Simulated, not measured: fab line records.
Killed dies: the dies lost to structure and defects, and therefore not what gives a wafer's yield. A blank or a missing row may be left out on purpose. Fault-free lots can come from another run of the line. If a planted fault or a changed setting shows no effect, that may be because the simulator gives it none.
A struck lot beside a sound one || flow n5 finfet || 36 out of 1938 route steps
Sound: wafers L485.1, L485.2, L485.6. The struck wafers were L476.2, L476.4, L476.6. Last of all comes the cause.
At each step with rows: each side's tool, then ch and its chambers, then its first start. Under that, the readings that differ: sound wafers || struck wafers || difference of the means || sigmas: that difference in standard deviations of wafers without a fault.
alike: readings with means less than 2 such deviations apart, plus words and numbers identical on both sides. not compared: withheld readings, readings lacking a value on some wafer, bounds such as >300 that could conceal the same value, and numbers that have no deviation in the record and whose values overlap.
A row with sigmas, a row that says differs or no value, or rows on one side alone: a step with any of these is where the two part. Numbers that have no deviation but don't overlap get no sigmas and don't part them. Lack of a reading on every wafer of one side parts them only where that side has two or more wafers.

first, 9 steps without rows for these wafers: N5_WELL_APT_COAT_19 (resist thk 950 nm); N5_WELL_APT_EBR_21; N5_WELL_APT_SOFTBAKE_20 (time 60 s); N5_WELL_APT_EXPOSE_22 (exposes mask PWELL, defocus 0 nm, target cd 200 nm); N5_WELL_APT_PEB_23 (peb time 90 s); N5_WELL_APT_DEVELOP_24 (develop time 45 s); N5_WELL_APT_HARDBAKE_29 (time 120 s); N5_WELL_APT_DESCUM_30 (chemistry O2, time 7.9 s); N5_WELL_APT_IMPLANT_31.
N5_WELL_APT_IMPLANT_32:
  sound on implanter-01 ch 0, day 7 03:30; struck on implanter-02 ch 0, day 4 21:31
{"reading": "dose ions cm2", "sound": "1.9991e+13 1.9989e+13 2.0036e+13", "struck": "1.1723e+13 1.1731e+13 1.1762e+13", "difference": -8.2667e+12, "sigmas": "-99 or more"}
{"reading": "faraday current uA", "sound": "250 257 256", "struck": "147 146 148", "difference": -107, "sigmas": -21}
  alike: end station pressure torr
then, 25 steps without rows for these wafers: N5_WELL_APT_STRIP_33 (strips in SPM, time 900 s); N5_WELL_APT_RTA_34 (time 10 s); N5_WELL_APT_OXIDE_STRIP_42 (strips SiO2 in dHF, time 45 s, target depth 12 nm); N5_WELL_APT_PRECLEAN_36 (cleans in O3/DIW, time 45 s); N5_WELL_APT_PRECLEAN_39 (cleans in dHF, time 60 s); N5_WELL_APT_SRD_37 (time 30 s); N5_WELL_APT_EPI_41 (deposits Si from SiH4/H2, target thk 50 nm, time 297.7 s); N5_PMOS_HMC_CHANNEL_EPI_HM_DEP_34 (deposits SiO2 from TEOS/O2, target thk 36 nm, time 6.9 s); N5_PMOS_HMC_CHANNEL_EPI_COAT_31 (time 60 s, resist thk 66 nm); N5_PMOS_HMC_CHANNEL_EPI_COAT_03 (resist thk 205 nm); N5_PMOS_HMC_CHANNEL_EPI_EBR_05; N5_PMOS_HMC_CHANNEL_EPI_SOFTBAKE_04 (time 60 s); N5_PMOS_HMC_CHANNEL_EPI_EXPOSE_06 (exposes mask PMOS HMC BLK, target cd 240 nm); N5_PMOS_HMC_CHANNEL_EPI_PEB_07 (peb time 60 s); N5_PMOS_HMC_CHANNEL_EPI_DEVELOP_08 (develop time 30 s); N5_PMOS_HMC_CHANNEL_EPI_DESCUM_14 (chemistry O2, time 7.9 s); N5_PMOS_HMC_CHANNEL_EPI_ETCH_32 (etches BARC in N2/H2, stops on SiO2, target depth 85.8 nm, time 50.3 s); N5_PMOS_HMC_CHANNEL_EPI_HM_OPEN_15 (chemistry CHF3/O2, target SiO2, target depth 40.6 nm, time 20.3 s); N5_PMOS_HMC_CHANNEL_EPI_STRIP_33 (strips in N2/H2); N5_PMOS_HMC_CHANNEL_EPI_STRIP_17 (strips in SPM, time 750 s); N5_PMOS_HMC_CHANNEL_EPI_ETCH_38 (etches SiO2 in CF4, target depth 1.5 nm); N5_PMOS_HMC_CHANNEL_EPI_FIN_RECESS_16 (chemistry HBr/Cl2, target Si, target depth 54 nm, time 18 s); N5_PMOS_HMC_CHANNEL_EPI_PRECLEAN_36 (cleans in O3/DIW, time 45 s); N5_PMOS_HMC_CHANNEL_EPI_PRECLEAN_18 (cleans in DHF, time 30 s); N5_PMOS_HMC_CHANNEL_EPI_SRD_19 (time 30 s).
-- record jumps: 6 days separate the struck wafers' starts on either side; left off in module PMOS_HMC_CHANNEL_EPI, taken up again in module BEOL_M4, whose first shown step is the route's number 1111 --
N5_BEOL_M4_RC_MEAS_101:
  sound on prober-01 ch 0, day 14 08:47; struck on prober-02 ch 0, day 11 05:19
{"reading": "CJ_N", "sound": "4.39 4.37 4.37", "struck": "3.21 3.31 3.18", "difference": -1.14, "sigmas": -11}
  alike: DIBL_N, DIBL_P, IOFF_N, IOFF_P, ION_N, ION_P, SS_N, SS_P, VT_N, VT_P

WHERE THEY PART
Last at N5_BEOL_M4_RC_MEAS_101 as far as this record goes, first at N5_WELL_APT_IMPLANT_32.

WHY: what the simulator had put in
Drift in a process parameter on implanter-02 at N5_WELL_APT_IMPLANT_32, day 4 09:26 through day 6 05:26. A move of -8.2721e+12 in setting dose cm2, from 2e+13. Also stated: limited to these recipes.
